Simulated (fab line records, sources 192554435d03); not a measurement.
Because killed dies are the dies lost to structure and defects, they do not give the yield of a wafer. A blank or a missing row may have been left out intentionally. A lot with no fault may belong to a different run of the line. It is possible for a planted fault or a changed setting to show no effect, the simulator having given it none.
Chamber matching | flow n5 finfet | 3 sister chambers for N5_BEOL_M7_CURE_75 on uv cure-01
The step cures SiCOH lowk, time 120 s. 36 wafers are shown with their chamber, then 12 later ones without.

## WAFERS PAIRED WITH THEIR CHAMBERS
wafer  | chamber | wafer_temp_C_max | lamp power pct (%)
L076.1 | 1       | 371.2            | 52.36
L076.4 | 1       | 370.9            | 52.32
L076.6 | 1       | 371.3            | 52.33
L076.2 | 1       | 371.3            | 52.32
L076.3 | 1       | 371.2            | 52.33
L076.5 | 1       | 370.8            | 52.28
L077.1 | 2       | 372.9            | 52.30
L077.4 | 2       | 371.7            | 52.32
L077.5 | 2       | 373.0            | 52.32
L077.2 | 2       | 372.1            | 52.21
L077.3 | 2       | 371.9            | 52.27
L077.6 | 2       | 371.9            | 52.30
L080.2 | 1       | 371.3            | 52.39
L080.3 | 1       | 371.2            | 52.29
L080.6 | 1       | 371.2            | 52.31
L086.1 | 2       | 372.0            | 52.36
L086.4 | 2       | 372.1            | 52.32
L086.5 | 2       | 371.2            | 52.35
L085.3 | 0       | 371.4            | 52.31
L085.4 | 0       | 371.3            | 52.28
L085.5 | 0       | 371.1            | 52.37
L089.1 | 0       | 370.9            | 52.31
L089.2 | 0       | 371.5            | 52.31
L089.5 | 0       | 370.9            | 52.39
L089.3 | 0       | 371.3            | 52.30
L089.4 | 0       | 372.1            | 52.30
L089.6 | 0       | 371.2            | 52.27
L088.1 | 1       | 371.5            | 52.31
L088.4 | 1       | 371.3            | 52.35
L088.6 | 1       | 371.6            | 52.42
L093.2 | 1       | 371.5            | 52.28
L093.3 | 1       | 370.9            | 52.38
L093.4 | 1       | 371.3            | 52.31
L094.1 | 2       | 372.4            | 52.22
L094.3 | 2       | 372.7            | 52.29
L094.6 | 2       | 371.9            | 52.34

SIGNATURES, as means of the wafers listed above
reading          | chamber 0 | chamber 1 | chamber 2 | scatter within a chamber
wafer_temp_C_max | 371.300   | 371.233   | 372.150   | 0.379
lamp power pct   | 52.3156   | 52.3320   | 52.3000   | 0.0427
Rule: for each reading, subtract the chamber's mean from the wafer's reading, divide by that reading's scatter and square the result; add these up over the readings and take the root, which gives the wafer's distance from the chamber. The wafer belongs to the nearest chamber; if the next one is less than 2 further off, it can't be placed. The scatter: the root of (the sum of the squares of (reading less its chamber's mean) over the shown wafers, divided by (wafers less chambers)).

## WAFERS WHOSE CHAMBER IS MISSING
wafer  | wafer_temp_C_max | lamp power pct (%)
L094.2 | 372.6            | 52.28
L094.4 | 371.6            | 52.23
L094.5 | 372.1            | 52.35
L095.1 | 371.1            | 52.24
L095.3 | 371.2            | 52.31
L095.6 | 371.7            | 52.40
L096.1 | 371.1            | 52.23
L096.3 | 371.3            | 52.32
L096.5 | 371.5            | 52.35
L096.2 | 371.3            | 52.22
L096.4 | 371.6            | 52.38
L096.6 | 371.2            | 52.31

## EACH ONE'S CHAMBER
wafer  | from the rows above          | in truth
L094.2 | 2                            | 2
L094.4 | can't be placed: 0 or 2 or 1 | 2
L094.5 | can't be placed: 2 or 0 or 1 | 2
L095.1 | can't be placed: 0 or 1 or 2 | 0
L095.3 | can't be placed: 0 or 1      | 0
L095.6 | can't be placed: 1 or 0 or 2 | 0
L096.1 | can't be placed: 0 or 1 or 2 | 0
L096.3 | can't be placed: 0 or 1      | 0
L096.5 | can't be placed: 1 or 0 or 2 | 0
L096.2 | can't be placed: 0 or 1 or 2 | 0
L096.4 | can't be placed: 1 or 0 or 2 | 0
L096.6 | can't be placed: 0 or 1      | 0
Correctly placed: 1 of 12. From these rows, 11 cannot be placed; in 11 the true chamber is one of the candidates. Placed wrongly: 0.
